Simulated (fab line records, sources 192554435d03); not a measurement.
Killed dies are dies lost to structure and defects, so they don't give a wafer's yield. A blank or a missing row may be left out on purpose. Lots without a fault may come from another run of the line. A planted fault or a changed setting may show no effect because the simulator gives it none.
fab line records | flow n5_finfet
record lots=7 wafers=21
route steps=1938 shown WELL_APT@40 PMOS_HMC_CHANNEL_EPI@63 FIN_SAQP@130 DUMMY_GATE@224 SD_EPI_N@267 SDB@350 HKMG_FIN@396
start_h: hours from the record's first day to the start of the lot's first wafer shown | wait_h: hours since the lot's step before | " the same as in the row above | L1.1+2: a row that stands for several wafers | - no value, or no start given | * or withheld: withheld | < > ~ a bound
route shown NAME@n: a module of which the file shows steps, and the number in the route of the first | usual: mean/standard deviation of fault-free wafers | same: alike in all rows | chamber/n: place in a boat | sites: the reading at each site | _std_site: their standard deviation | _edge_site: outer sites' mean less inner sites' | radius_mm: how far each site lies from the wafer's centre | mask NAME#n: copy n | behind: the tool/chamber that last shaped the wafer | hold: why the lot was held/for how many hours/how that ended | device: the transistor (n, p or np) that didn't switch | end of line: the same wafers' tests at the end of the route | a step without rows: its recipe alone | killed: dies lost to structure and defects at the first sort, not the wafer's yield | map: a wafer's dies, x killed, . not, _ none there
set.NAME: the setting as run; set.NAME@STEP: as run at that earlier step | model.NAME: the simulator's own value behind a step, which no gauge read
lots whose settings were changed on purpose; a table a step, a row a wafer
## steps
# step N5_WELL_APT_PEB_23
# recipe peb_temp_c=130 peb_time_s=90
# columns lot.wafer tool chamber start_h wait_h set.peb_temp_c
L076.2 litho_track-02 0 26.58 0.0 133.7
L076.3+4 " 0 " " 130
L080.1+4+6 litho_track-04 0 52.47 0.1 130
L081.2+5 litho_track-02 0 57.74 0.0 127.6
L081.4 " 0 " " 130
L082.1 litho_track-05 0 63.01 0.1 128.3
L082.2+6 " 0 " " 130
L088.2+5 litho_track-04 0 99.58 0.0 130
L088.6 " 0 " " 132.3
L095.2+3+4 litho_track-05 0 141.11 0.0 130
L097.2+4 litho_track-02 0 153.35 0.0 130
L097.5 " 0 " " 127.6
# step N5_WELL_APT_DEVELOP_24
# recipe develop_time_s=45 rinse_liquid=surfactant_rinse dry=air_spin dev_temp_c=21
# columns lot.wafer tool chamber start_h wait_h set.develop_time_s
L076.2+3+4 litho_track-02 0 - - 45
L080.1+4+6 litho_track-04 0 - - 45
L081.2+4+5 litho_track-02 0 - - 42.1
L082.1+2+6 litho_track-05 0 - - 45
L088.2 litho_track-04 0 - - 52.36
L088.5+6 " 0 " " 45
L095.2+3+4 litho_track-05 0 - - 45
L097.2+4 litho_track-02 0 - - 39.71
L097.5 " 0 " " 45
# step N5_WELL_APT_HARDBAKE_29
# recipe temp_c=130 time_s=120
# step N5_WELL_APT_CD_MEAS_25
# recipe target_cd_nm=200 landing_energy_ev=500 detector=se_inlens
# usual cd_nm=200.8/2
# columns lot.wafer tool chamber start_h wait_h set.peb_temp_c@WELL_APT_PEB_23 cd_nm
L076.2 cd_sem-03 0 26.70 - 133.7 213.0
L076.3 " 0 " " 130 197.9
L076.4 " 0 " " 130 200.2
L080.1 cd_sem-01 0 52.58 - 130 199.9
L080.4 " 0 " " 130 199.3
L080.6 " 0 " " 130 201.4
L081.2 cd_sem-01 0 57.86 - 127.6 183.9
L081.4 " 0 " " 130 202.2
L081.5 " 0 " " 127.6 181.6
L082.1 cd_sem-02 0 63.12 - 128.3 186.4
L082.2 " 0 " " 130 199.7
L082.6 " 0 " " 130 198.1
L088.2 cd_sem-03 0 99.70 - 130 201.3
L088.5 " 0 " " 130 204.9
L088.6 " 0 " " 132.3 213.0
L095.2 cd_sem-01 0 141.23 - 130 203.5
L095.3 " 0 " " 130 201.2
L095.4 " 0 " " 130 202.3
L097.2 cd_sem-03 0 153.47 - 130 202.7
L097.4 " 0 " " 130 198.1
L097.5 " 0 " " 127.6 186.9
# step N5_WELL_APT_DESCUM_30
# recipe chemistry=O2 time_s=7.9 source_power_w=50 bias_power_w=20 pressure_mtorr=20 rf_frequency_hz=2.712e+07 temp_c=40 o2_flow_sccm=225
# columns lot.wafer tool chamber start_h wait_h set.peb_temp_c@WELL_APT_PEB_23 model.WELL_APT.cd_nm
L076.2 rie_diel-05 0 26.79 0.0 133.7 212.7
L076.3 " 2 " " 130 198.1
L076.4 " 3 " " 130 200.2
L080.1 rie_diel-06 3 52.67 0.0 130 199.8
L080.4 " 0 " " 130 199.2
L080.6 " 1 " " 130 201.7
L081.2 rie_diel-06 0 57.95 0.0 127.6 183.6
L081.4 " 2 " " 130 202.1
L081.5 " 3 " " 127.6 181.6
L082.1 rie_diel-05 1 63.21 0.0 128.3 186.5
L082.2 " 3 " " 130 199.5
L082.6 " 1 " " 130 198.2
L088.2 rie_diel-05 1 99.78 0.0 130 201.3
L088.5 " 0 " " 130 205
L088.6 " 3 " " 132.3 213.2
L095.2 rie_diel-05 2 141.31 0.0 130 203.4
L095.3 " 1 " " 130 201.3
L095.4 " 0 " " 130 202.2
L097.2 rie_diel-04 0 153.55 0.0 130 202.8
L097.4 " 1 " " 130 198.2
L097.5 " 2 " " 127.6 186.7
# step N5_PMOS_HMC_CHANNEL_EPI_PEB_07
# recipe peb_temp_c=110 peb_time_s=60 resist=CAR-ArF-block
# columns lot.wafer tool chamber start_h wait_h set.peb_temp_c
L076.2+3+4 litho_track-04 0 28.67 0.0 110
L080.1+6 litho_track-01 0 54.70 0.1 110
L080.4 " 0 " " 107.9
L081.2 litho_track-03 0 60.16 0.1 106.8
L081.4+5 " 0 " " 110
L082.1+2+6 litho_track-03 0 65.23 0.1 107
L088.2+5+6 litho_track-03 0 101.87 0.0 110
L095.2+3+4 litho_track-03 0 143.43 0.0 110
L097.2+4 litho_track-03 0 155.47 0.0 110
L097.5 " 0 " " 108.4
# step N5_PMOS_HMC_CHANNEL_EPI_DEVELOP_08
# recipe develop_time_s=30 developer=TMAH resist=CAR-ArF-block dev_temp_c=23 rinse_liquid=diw dry=air_spin
# step N5_PMOS_HMC_CHANNEL_EPI_CD_MEAS_09
# recipe target_cd_nm=237.4 landing_energy_ev=500 detector=se_inlens
# usual cd_nm=237.4/0.89
# columns lot.wafer tool chamber start_h wait_h set.peb_temp_c@PMOS_HMC_CHANNEL_EPI_PEB_07 cd_nm
L076.2 cd_sem-02 0 28.74 - 110 238.4
L076.3 " 0 " " 110 237.4
L076.4 " 0 " " 110 238.1
L080.1 cd_sem-01 0 54.76 - 110 237.1
L080.4 " 0 " " 107.9 230.6
L080.6 " 0 " " 110 236.7
L081.2 cd_sem-03 0 60.22 - 106.8 226.9
L081.4 " 0 " " 110 237.4
L081.5 " 0 " " 110 235.8
L082.1 cd_sem-01 0 65.29 - 107 227.3
L082.2 " 0 " " 107 227.2
L082.6 " 0 " " 107 226.9
L088.2 cd_sem-03 0 101.94 - 110 237.9
L088.5 " 0 " " 110 239.1
L088.6 " 0 " " 110 237.3
L095.2 cd_sem-01 0 143.50 - 110 237.7
L095.3 " 0 " " 110 236.7
L095.4 " 0 " " 110 238.4
L097.2 cd_sem-02 0 155.54 - 110 239.3
L097.4 " 0 " " 110 237.7
L097.5 " 0 " " 108.4 233.9
# step N5_PMOS_HMC_CHANNEL_EPI_DESCUM_14
# recipe chemistry=O2 time_s=7.9 source_power_w=50 bias_power_w=20 pressure_mtorr=20 rf_frequency_hz=2.712e+07 temp_c=40 resist=CAR-ArF-block o2_flow_sccm=225
# columns lot.wafer tool chamber start_h wait_h set.peb_temp_c@PMOS_HMC_CHANNEL_EPI_PEB_07 model.PMOS_HMC_CHANNEL_EPI.cd_nm
L076.2 rie_diel-03 2 28.83 0.0 110 238.6
L076.3 " 0 " " 110 237.1
L076.4 " 3 " " 110 238.3
L080.1 rie_diel-03 1 55.08 0.3 110 237.1
L080.4 " 2 " " 107.9 230.7
L080.6 " 0 " " 110 236.6
L081.2 rie_diel-03 0 60.48 0.2 106.8 226.4
L081.4 " 0 " " 110 237.1
L081.5 " 3 " " 110 235.8
L082.1 rie_diel-03 1 65.38 0.0 107 227.5
L082.2 " 2 " " 107 227.4
L082.6 " 1 " " 107 227.2
L088.2 rie_diel-01 1 102.15 0.2 110 238.2
L088.5 " 3 " " 110 239.3
L088.6 " 0 " " 110 237.2
L095.2 rie_diel-01 1 143.59 0.0 110 237.3
L095.3 " 2 " " 110 236.8
L095.4 " 3 " " 110 238.1
L097.2 rie_diel-02 2 155.62 0.0 110 238.9
L097.4 " 0 " " 110 237.9
L097.5 " 3 " " 108.4 233.7
# step N5_PMOS_HMC_CHANNEL_EPI_ETCH_32
# recipe chemistry=N2/H2 target=BARC stop_on=SiO2 target_depth_a=858 over_etch_frac=0.3 time_s=50.3 ion_energy_ev=200 mask_material=CAR-ArF-block pressure_mtorr=30 source_w=840 bias_w=150 n2_flow_sccm=200 h2_flow_sccm=200
# columns lot.wafer tool chamber start_h wait_h set.peb_temp_c@PMOS_HMC_CHANNEL_EPI_PEB_07 model.PMOS_HMC_CHANNEL_EPI.cd_nm
L076.2 rie_diel-03 2 28.86 0.0 110 240.9
L076.3 " 0 " " 110 239.6
L076.4 " 3 " " 110 240.8
L080.1 rie_diel-03 1 55.11 0.0 110 241.4
L080.4 " 2 " " 107.9 233.5
L080.6 " 0 " " 110 239
L081.2 rie_diel-03 0 60.52 0.0 106.8 228
L081.4 " 0 " " 110 238.8
L081.5 " 3 " " 110 238.1
L082.1 rie_diel-03 1 65.42 0.0 107 231.3
L082.2 " 2 " " 107 229.7
L082.6 " 1 " " 107 230.6
L088.2 rie_diel-01 1 102.18 0.0 110 241.6
L088.5 " 3 " " 110 241.7
L088.6 " 0 " " 110 238.6
L095.2 rie_diel-01 1 143.62 0.0 110 240.7
L095.3 " 2 " " 110 240.2
L095.4 " 3 " " 110 241.2
L097.2 rie_diel-02 2 155.66 0.0 110 241.5
L097.4 " 0 " " 110 241.4
L097.5 " 3 " " 108.4 235.1
# step N5_FIN_SAQP_ETCH_65
# recipe chemistry=CF4 target=SiO2 target_depth_a=40 ion_energy_ev=350 time_s=4.4 pressure_mtorr=10 icp_w=800 bias_w=400 cf4_flow_sccm=80
# columns lot.wafer tool chamber start_h wait_h set.time_s model.etch.depth_nm
L076.2 rie_si-06 2 35.46 0.1 4.4 3.921
L076.3 " 3 " " 4.74 4.223
L076.4 " 1 " " 4.4 3.957
L080.1 rie_si-06 2 61.96 0.1 4.4 3.896
L080.4 " 1 " " 4.4 3.892
L080.6 " 1 " " 4.4 3.936
L081.2 rie_si-05 3 67.54 0.1 4.4 3.974
L081.4 " 0 " " 4.4 4.004
L081.5 " 2 " " 4.4 4.015
L082.1 rie_si-06 2 71.98 0.1 4.4 3.881
L082.2 " 1 " " 4.681 4.209
L082.6 " 0 " " 4.4 3.877
L088.2 rie_si-03 1 110.86 0.1 4.4 3.927
L088.5 " 2 " " 3.65 3.411
L088.6 " 3 " " 4.4 4.048
L095.2 rie_si-03 3 150.75 0.1 4.4 4.061
L095.3 " 0 " " 4.4 3.905
L095.4 " 2 " " 4.4 4.133
L097.2 rie_si-03 2 163.00 0.1 4.4 4.137
L097.4 " 3 " " 4.4 4.07
L097.5 " 1 " " 4.4 4.037
# step N5_DUMMY_GATE_COAT_28
# recipe resist=underlayer temp_c=205 time_s=60 spin_rpm=1500 resist_thk_nm=10
# columns lot.wafer tool chamber start_h wait_h set.spin_rpm model.underlayer_of_DUMMY_GATE_COAT_28.thk_nm
L076.2+3+4 litho_track-01 0 - - 1500 10
L080.1+4 litho_track-03 0 - - 1550 9.8
L080.6 " 0 " " 1500 10
L081.2+4 litho_track-01 0 - - 1377 10.4
L081.5 " 0 " " 1500 10
L082.1+2+6 litho_track-03 0 - - 1500 10
L088.2+5 litho_track-01 0 - - 1500 10
L088.6 " 0 " " 1389 10.4
L095.2+3+4 litho_track-05 0 - - 1500 10
L097.2 litho_track-03 0 - - 1371 10.6
L097.4+5 " 0 " " 1500 10
# step N5_SD_EPI_N_EXPOSE_06
# recipe mask_id=SD_N_BLK na=1.35 source_shape=conventional sigma_outer=0.8 polarization=unpolarized target_cd_nm=120 dose_mj=39.75
# columns lot.wafer tool chamber start_h wait_h mask set.dose_mj
L076.2+3+4 arfi_scanner-01 0 63.92 - SD_N_BLK#0 39.75
L080.1+6 arfi_scanner-01 0 85.55 - SD_N_BLK#0 39.75
L080.4 " 0 " " SD_N_BLK#0 38.96
L081.2+4 arfi_scanner-02 0 91.42 - SD_N_BLK#0 37.37
L081.5 " 0 " " SD_N_BLK#0 39.75
L082.1 arfi_scanner-02 0 96.48 - SD_N_BLK#0 41.4
L082.2+6 " 0 " " SD_N_BLK#0 39.75
L088.2+6 arfi_scanner-02 0 135.17 - SD_N_BLK#0 41.61
L088.5 " 0 " " SD_N_BLK#0 39.75
L095.2+3+4 arfi_scanner-01 0 174.06 - SD_N_BLK#0 39.75
L097.2+4+5 arfi_scanner-03 0 186.80 - SD_N_BLK#0 39.75
# step N5_SD_EPI_N_PEB_07
# recipe peb_temp_c=110 peb_time_s=60 resist=CAR-ArF-block
# step N5_SD_EPI_N_DEVELOP_08
# recipe develop_time_s=30 developer=TMAH resist=CAR-ArF-block dev_temp_c=23 rinse_liquid=diw dry=air_spin
# step N5_SD_EPI_N_CD_MEAS_09
# recipe target_cd_nm=120 landing_energy_ev=500 detector=se_inlens
# usual cd_nm=120.0/0.95
# columns lot.wafer tool chamber start_h wait_h set.dose_mj@SD_EPI_N_EXPOSE_06 cd_nm
L076.2 cd_sem-02 0 64.04 - 39.75 121.7
L076.3 " 0 " " 39.75 121.8
L076.4 " 0 " " 39.75 121.1
L080.1 cd_sem-02 0 85.67 - 39.75 120.2
L080.4 " 0 " " 38.96 118.7
L080.6 " 0 " " 39.75 120.7
L081.2 cd_sem-01 0 91.54 - 37.37 115.5
L081.4 " 0 " " 37.37 115.1
L081.5 " 0 " " 39.75 120.0
L082.1 cd_sem-01 0 96.61 - 41.4 120.8
L082.2 " 0 " " 39.75 117.8
L082.6 " 0 " " 39.75 119.0
L088.2 cd_sem-03 0 135.29 - 41.61 121.9
L088.5 " 0 " " 39.75 120.3
L088.6 " 0 " " 41.61 122.4
L095.2 cd_sem-02 0 174.18 - 39.75 120.7
L095.3 " 0 " " 39.75 120.1
L095.4 " 0 " " 39.75 120.7
L097.2 cd_sem-02 0 186.92 - 39.75 120.4
L097.4 " 0 " " 39.75 120.0
L097.5 " 0 " " 39.75 120.1
# step N5_SD_EPI_N_DESCUM_14
# recipe chemistry=O2 time_s=7.9 source_power_w=50 bias_power_w=20 pressure_mtorr=20 rf_frequency_hz=2.712e+07 temp_c=40 resist=CAR-ArF-block o2_flow_sccm=225
# columns lot.wafer tool chamber start_h wait_h set.dose_mj@SD_EPI_N_EXPOSE_06 model.SD_EPI_N.cd_nm
L076.2 rie_diel-05 0 64.12 0.0 39.75 122
L076.3 " 2 " " 39.75 121.8
L076.4 " 1 " " 39.75 121
L080.1 rie_diel-04 3 85.76 0.0 39.75 120.4
L080.4 " 1 " " 38.96 118.6
L080.6 " 1 " " 39.75 120.6
L081.2 rie_diel-04 2 91.63 0.0 37.37 115.4
L081.4 " 0 " " 37.37 115.2
L081.5 " 3 " " 39.75 120
L082.1 rie_diel-04 3 97.60 0.0 41.4 121
L082.2 " 1 " " 39.75 117.8
L082.6 " 1 " " 39.75 118.8
L088.2 rie_diel-05 1 135.38 0.0 41.61 122
L088.5 " 3 " " 39.75 120.2
L088.6 " 0 " " 41.61 122.4
L095.2 rie_diel-04 1 174.30 0.1 39.75 120.8
L095.3 " 2 " " 39.75 120.2
L095.4 " 2 " " 39.75 120.4
L097.2 rie_diel-05 3 187.12 0.1 39.75 120.6
L097.4+5 " 1,2 " " 39.75 120.2
# step N5_SD_EPI_N_ETCH_34
# recipe chemistry=CF4 target=SiARC target_depth_a=455 mask_material=CAR-ArF-block time_s=75.8 ion_energy_ev=80 pressure_mtorr=40 source_w=545 bias_w=36 Ar_flow_sccm=100 cf4_flow_sccm=100 ends=cleared
# columns lot.wafer tool chamber start_h wait_h set.dose_mj@SD_EPI_N_EXPOSE_06 model.SD_EPI_N.cd_nm
L076.2 rie_diel-05 0 64.16 0.0 39.75 121.8
L076.3 " 2 " " 39.75 121.2
L076.4 " 1 " " 39.75 121
L080.1+6 rie_diel-04 3,1 85.80 0.0 39.75 120.8
L080.4 " 1 " " 38.96 118.8
L081.2 rie_diel-04 2 91.67 0.0 37.37 115.8
L081.4 " 0 " " 37.37 115
L081.5 " 3 " " 39.75 120.4
L082.1 rie_diel-04 3 97.64 0.0 41.4 121.2
L082.2 " 1 " " 39.75 117.8
L082.6 " 1 " " 39.75 118.8
L088.2 rie_diel-05 1 135.42 0.0 41.61 121.8
L088.5 " 3 " " 39.75 120
L088.6 " 0 " " 41.61 122.6
L095.2 rie_diel-04 1 174.33 0.0 39.75 120.8
L095.3 " 2 " " 39.75 120.4
L095.4 " 2 " " 39.75 120.6
L097.2 rie_diel-05 3 187.15 0.0 39.75 120.4
L097.4 " 1 " " 39.75 120.2
L097.5 " 2 " " 39.75 120
# step N5_SDB_COAT_05
# recipe resist=CAR-ArF spin_rpm=1500 resist_thk_nm=90
# columns lot.wafer tool chamber start_h wait_h set.spin_rpm model.CAR-ArF_of_SDB_COAT_05.thk_nm
L076.2 litho_track-02 0 - - 1500 89.8
L076.3 " 0 " " 1651 85.6
L076.4 " 0 " " 1651 85.8
L080.1 litho_track-05 0 - - 1500 89.6
L080.4 " 0 " " 1500 89.8
L080.6 " 0 " " 1500 90
L081.2 litho_track-02 0 - - 1500 90
L081.4 " 0 " " 1500 90.4
L081.5 " 0 " " 1500 90.2
L082.1 litho_track-02 0 - - 1457 91.8
L082.2 " 0 " " 1500 90.6
L082.6 " 0 " " 1500 90.4
L088.2+5+6 litho_track-01 0 - - 1500 90
L095.2 litho_track-01 0 - - 1500 89.4
L095.3+4 " 0 " " 1500 89.2
L097.2 litho_track-02 0 - - 1500 90.4
L097.4 " 0 " " 1500 90.2
L097.5 " 0 " " 1570 88
# step N5_SDB_EBR_07
# recipe solvent=PGMEA ebr_width_mm=1.5
# step N5_SDB_SOFTBAKE_06
# recipe temp_c=110 time_s=60 resist=CAR-ArF
# step N5_SDB_EXPOSE_08
# recipe mask_id=SDB na=1.35 source_shape=conventional sigma_outer=0.5 polarization=unpolarized dose_mj=49.6
# step N5_SDB_PEB_09
# recipe peb_temp_c=withheld peb_time_s=60 resist=CAR-ArF
# step N5_SDB_DEVELOP_10
# recipe develop_time_s=30 developer=TMAH resist=CAR-ArF rinse_liquid=diw dry=air_spin dev_temp_c=23
# columns lot.wafer tool chamber start_h wait_h set.spin_rpm@SDB_COAT_05 model.CAR-ArF_of_SDB_COAT_05.thk_nm
L076.2 litho_track-02 0 - - 1500 88.2
L076.3+4 " 0 " " 1651 84
L080.1+4 litho_track-01 0 - - 1500 88
L080.6 " 0 " " 1500 88.2
L081.2 litho_track-01 0 - - 1500 88.2
L081.4 " 0 " " 1500 88.6
L081.5 " 0 " " 1500 88.4
L082.1 litho_track-02 0 - - 1457 90.2
L082.2 " 0 " " 1500 88.8
L082.6 " 0 " " 1500 88.6
L088.2 litho_track-05 0 - - 1500 88.4
L088.5+6 " 0 " " 1500 88.2
L095.2+3 litho_track-05 0 - - 1500 87.6
L095.4 " 0 " " 1500 87.4
L097.2 litho_track-01 0 - - 1500 88.8
L097.4 " 0 " " 1500 88.6
L097.5 " 0 " " 1570 86.2
# step N5_HKMG_FIN_PEB_47
# recipe peb_temp_c=withheld peb_time_s=60 resist=CAR-ArF
# columns lot.wafer tool chamber start_h wait_h set.peb_time_s
L076.2+4 litho_track-03 0 86.44 0.0 60
L076.3 " 0 " " 56.61
L080.1+6 litho_track-02 0 111.97 0.1 60
L080.4 " 0 " " 52.5
L081.2+4+5 litho_track-03 0 113.62 0.0 69.86
L082.1+6 litho_track-04 0 120.29 0.1 51.66
L082.2 " 0 " " 60
L088.2 litho_track-04 0 157.60 0.0 54.81
L088.5+6 " 0 " " 60
L095.2+3+4 litho_track-04 0 196.94 0.0 60
L097.2+4+5 litho_track-03 0 208.72 0.0 60
# step N5_HKMG_FIN_DEVELOP_48
# recipe develop_time_s=30 developer=TMAH resist=CAR-ArF rinse_liquid=diw dry=air_spin dev_temp_c=23
# step N5_HKMG_FIN_CD_MEAS_49
# recipe target_cd_nm=202 landing_energy_ev=500 detector=se_inlens polarity=opening
# usual cd_nm=202.4/0.73
# columns lot.wafer tool chamber start_h wait_h set.peb_time_s@HKMG_FIN_PEB_47 cd_nm
L076.2 cd_sem-01 0 86.51 - 60 203.3
L076.3 " 0 " " 56.61 201.1
L076.4 " 0 " " 60 202.0
L080.1 cd_sem-03 0 112.04 - 60 201.6
L080.4 " 0 " " 52.5 197.1
L080.6 " 0 " " 60 201.6
L081.2 cd_sem-02 0 113.69 - 69.86 206.6
L081.4 " 0 " " 69.86 207.0
L081.5 " 0 " " 69.86 206.9
L082.1 cd_sem-01 0 120.36 - 51.66 197.5
L082.2 " 0 " " 60 201.9
L082.6 " 0 " " 51.66 197.0
L088.2 cd_sem-01 0 157.67 - 54.81 199.2
L088.5 " 0 " " 60 202.5
L088.6 " 0 " " 60 202.5
L095.2 cd_sem-03 0 197.00 - 60 202.2
L095.3 " 0 " " 60 202.4
L095.4 " 0 " " 60 202.3
L097.2 cd_sem-01 0 208.79 - 60 202.9
L097.4 " 0 " " 60 203.2
L097.5 " 0 " " 60 201.5
## key
split step=N5_WELL_APT_PEB_23 setting=peb_temp_c stated=130 by=wafer
response step=N5_WELL_APT_CD_MEAS_25 reading=cd_nm change=+6.8 per=1% r=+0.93
response step=N5_WELL_APT_DESCUM_30 reading=model.WELL_APT.cd_nm change=+6.79 per=1% r=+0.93
split step=N5_WELL_APT_DEVELOP_24 setting=develop_time_s stated=45 by=wafer
response none clear
split step=N5_PMOS_HMC_CHANNEL_EPI_PEB_07 setting=peb_temp_c stated=110 by=wafer
response step=N5_PMOS_HMC_CHANNEL_EPI_CD_MEAS_09 reading=cd_nm change=+3.31 per=1% r=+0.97
response step=N5_PMOS_HMC_CHANNEL_EPI_DESCUM_14 reading=model.PMOS_HMC_CHANNEL_EPI.cd_nm change=+3.37 per=1% r=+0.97
response step=N5_PMOS_HMC_CHANNEL_EPI_ETCH_32 reading=model.PMOS_HMC_CHANNEL_EPI.cd_nm change=+3.68 per=1% r=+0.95
split step=N5_FIN_SAQP_ETCH_65 setting=time_s stated=4.4 by=wafer
response step=N5_FIN_SAQP_ETCH_65 reading=model.etch.depth_nm change=+0.0361 per=1% r=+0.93
split step=N5_DUMMY_GATE_COAT_28 setting=spin_rpm stated=1500 by=wafer
response step=N5_DUMMY_GATE_COAT_28 reading=model.underlayer_of_DUMMY_GATE_COAT_28.thk_nm change=-0.0583 per=1% r=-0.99
split step=N5_SD_EPI_N_EXPOSE_06 setting=dose_mj stated=39.75 by=wafer
response step=N5_SD_EPI_N_CD_MEAS_09 reading=cd_nm change=+0.633 per=1% r=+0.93
response step=N5_SD_EPI_N_DESCUM_14 reading=model.SD_EPI_N.cd_nm change=+0.665 per=1% r=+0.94
response step=N5_SD_EPI_N_ETCH_34 reading=model.SD_EPI_N.cd_nm change=+0.713 per=1% r=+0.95
split step=N5_SDB_COAT_05 setting=spin_rpm stated=1500 by=wafer
response step=N5_SDB_COAT_05 reading=model.CAR-ArF_of_SDB_COAT_05.thk_nm change=-0.424 per=1% r=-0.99
response step=N5_SDB_DEVELOP_10 reading=model.CAR-ArF_of_SDB_COAT_05.thk_nm change=-0.444 per=1% r=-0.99
split step=N5_HKMG_FIN_PEB_47 setting=peb_time_s stated=60 by=wafer
response step=N5_HKMG_FIN_CD_MEAS_49 reading=cd_nm change=+0.346 per=1% r=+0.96
